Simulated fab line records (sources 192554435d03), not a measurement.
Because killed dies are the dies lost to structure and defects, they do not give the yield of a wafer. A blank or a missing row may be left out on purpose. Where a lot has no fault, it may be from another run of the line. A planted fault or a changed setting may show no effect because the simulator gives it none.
A single fault, viewed from 2 desks + flow n5-finfet + what lay behind the numbers comes last; until then each desk has only its own

METROLOGY DESK
What the gauges read for every lot (on any tool): the sampled wafers with a number, averaged. The brackets show how far a lot's mean lies from the usual mean; more than 4 standard deviations puts the lot out of limits, marked OUT. Shown are 7 of the 17 readings it has, namely the first that went out of limits plus those furthest out on some lot.
Columns: A = cd-nm at N5_MOL_CONTACT_COAG_CD_MEAS_08, usual 28.02 nm; B = cd-nm at N5_MOL_CONTACT_COAG_CD_MEAS_99, usual 17.22 nm; C = IOFF_N at N5_BEOL_M4_RC_MEAS_101, usual 0.164 nA/um; D = RC_DENSE_N at N5_BEOL_M4_RC_MEAS_101, usual 19.0 ohm.um; E = RC_DENSE_P at N5_BEOL_M4_RC_MEAS_101, usual 23.7 ohm.um; F = RC_N at N5_BEOL_M4_RC_MEAS_101, usual 15.48 ohm.um; G = RC_P at N5_BEOL_M4_RC_MEAS_101, usual 19.3 ohm.um
| lot  | first seen here | A                | B                | C     | D               | E               | F                | G               |
|------|-----------------|------------------|------------------|-------|-----------------|-----------------|------------------|-----------------|
| L187 | day 4 15:23     | 27.92            | 17.28            | 0.146 | 19.0            | 24.0            | 15.59            | 19.4            |
| L188 | day 4 21:13     | 28.17            | 17.19            | 0.148 | 19.2            | 24.1            | 15.66            | 19.6            |
| L189 | day 5 08:32     | 27.76            | 17.30            | 0.166 | 18.9            | 23.4            | 15.35            | 19.1            |
| L196 | day 6 20:59     | 29.31 (+4.9) OUT | 18.45 (+4.6) OUT | 0.181 | 17.2 (-5.8) OUT | 21.5 (-5.3) OUT | 14.04 (-5.5) OUT | 17.5 (-5.5) OUT |
| L200 | day 7 20:58     | 29.11 (+4.2) OUT | 18.17            | 0.124 | 17.9            | 22.2            | 14.60            | 18.1            |
| L204 | day 9 03:54     | 28.18            | 17.31            | 0.225 | 18.5            | 22.9            | 15.15            | 18.6            |
| L209 | day 10 07:25    | 27.86            | 17.16            | 0.151 | 19.0            | 23.7            | 15.58            | 19.4            |
| L210 | day 10 11:17    | 28.05            | 16.98            | 0.174 | 18.9            | 23.9            | 15.46            | 19.5            |
This desk finds L196, L200 out of limits, L196 being first, at day 6 20:59 (cd-nm at N5_MOL_CONTACT_COAG_CD_MEAS_08). L187, L188, L189, L204, L209, L210: within limits.

DESK OF THE TOOL OWNER: euv-scanner-01
The tool's own readings at N5_MOL_CONTACT_COAG_EXPOSE_05 (exposes mask CA, defocus 0 nm): means of the sampled wafers that have a number, for each lot that ran on this tool. The brackets show how far a lot's mean lies from the usual mean; more than 4 standard deviations puts the lot out of limits, marked OUT.
Columns: A = exposure-dose-mJ-cm2 at N5_MOL_CONTACT_COAG_EXPOSE_05, usual 38.22
| lot  | first seen here | A               |
|------|-----------------|-----------------|
| L187 | day 4 15:15     | 38.31           |
| L188 | day 4 21:05     | 38.28           |
| L196 | day 6 20:52     | 40.57 (+53) OUT |
| L200 | day 7 20:50     | 40.12 (+43) OUT |
This desk finds L196, L200 out of limits, L196 being first, at day 6 20:52 (exposure-dose-mJ-cm2 at N5_MOL_CONTACT_COAG_EXPOSE_05). L187, L188: within limits.

BROUGHT TOGETHER
The tool owner's desk could have raised an alarm at day 6 20:52, on L196, L200.
An alarm was possible from the metrology desk at day 6 20:59, on L196, L200.
Every lot named ran N5_MOL_CONTACT_COAG_EXPOSE_05 on euv-scanner-01.

WHAT HAD BEEN PUT IN BY THE SIMULATOR
Drift in process parameters on euv-scanner-01 at N5_MOL_CONTACT_COAG_EXPOSE_05, starting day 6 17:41. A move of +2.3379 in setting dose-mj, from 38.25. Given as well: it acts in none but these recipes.
Lots struck among those shown: L196, L200.
Delay (hours) between the fault's onset and each desk's first out-of-limits reading: 3 at the tool owner's desk, 3 at the metrology desk.
